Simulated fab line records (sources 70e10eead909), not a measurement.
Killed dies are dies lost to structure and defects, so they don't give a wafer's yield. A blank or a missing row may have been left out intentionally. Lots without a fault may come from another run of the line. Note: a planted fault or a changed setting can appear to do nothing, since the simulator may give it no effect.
Chamber matching || flow nand harc || NHARC_A_CONTACT_CMP_20 on cmp-02: 4 sister chambers
The step polishes, t overpolish 30 s, target thk 300 nm. 4 wafers are shown with their chamber, then 7 later ones without.

EACH WAFER AND ITS CHAMBER
{"wafer": "L582.2", "chamber": 3, "motor current A (A)": 13.5}
{"wafer": "L582.4", "chamber": 0, "motor current A (A)": 11.5}
{"wafer": "L584.1", "chamber": 1, "motor current A (A)": 12.9}
{"wafer": "L584.5", "chamber": 2, "motor current A (A)": 9.9}

WAFERS MISSING THEIR CHAMBER
{"wafer": "L584.6", "motor current A (A)": 13.9}
{"wafer": "L583.1", "motor current A (A)": 11.3}
{"wafer": "L583.5", "motor current A (A)": 10.6}
{"wafer": "L583.6", "motor current A (A)": 13.8}
{"wafer": "L590.2", "motor current A (A)": 10.9}
{"wafer": "L590.3", "motor current A (A)": 13.8}
{"wafer": "L590.4", "motor current A (A)": 11.3}

EACH ONE'S CHAMBER
{"wafer": "L584.6", "from the rows above": "can't be placed: 3 or 1", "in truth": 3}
{"wafer": "L583.1", "from the rows above": 0, "in truth": 0}
{"wafer": "L583.5", "from the rows above": "can't be placed: 2 or 0", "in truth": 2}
{"wafer": "L583.6", "from the rows above": "can't be placed: 3 or 1", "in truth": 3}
{"wafer": "L590.2", "from the rows above": "can't be placed: 0 or 2", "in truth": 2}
{"wafer": "L590.3", "from the rows above": "can't be placed: 3 or 1", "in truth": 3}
{"wafer": "L590.4", "from the rows above": 0, "in truth": 0}
2 of 7 placed correctly. Can't be placed from these rows: 5 (the true chamber is among the candidates in 5). 0 placed wrongly.
How it was worked out, from the rows above alone: a wafer's distance from a chamber is the root of the sum, over the readings, of the square of ((its reading less the chamber's mean) divided by the reading's scatter). The wafer belongs to the nearest chamber; if the next one is less than 2 further off, it can't be placed. The mean given for a chamber averages the wafers shown for that chamber. The scatter: root of mean squared gap, hidden wafer to nearest shown wafer, with one shown wafer a chamber.
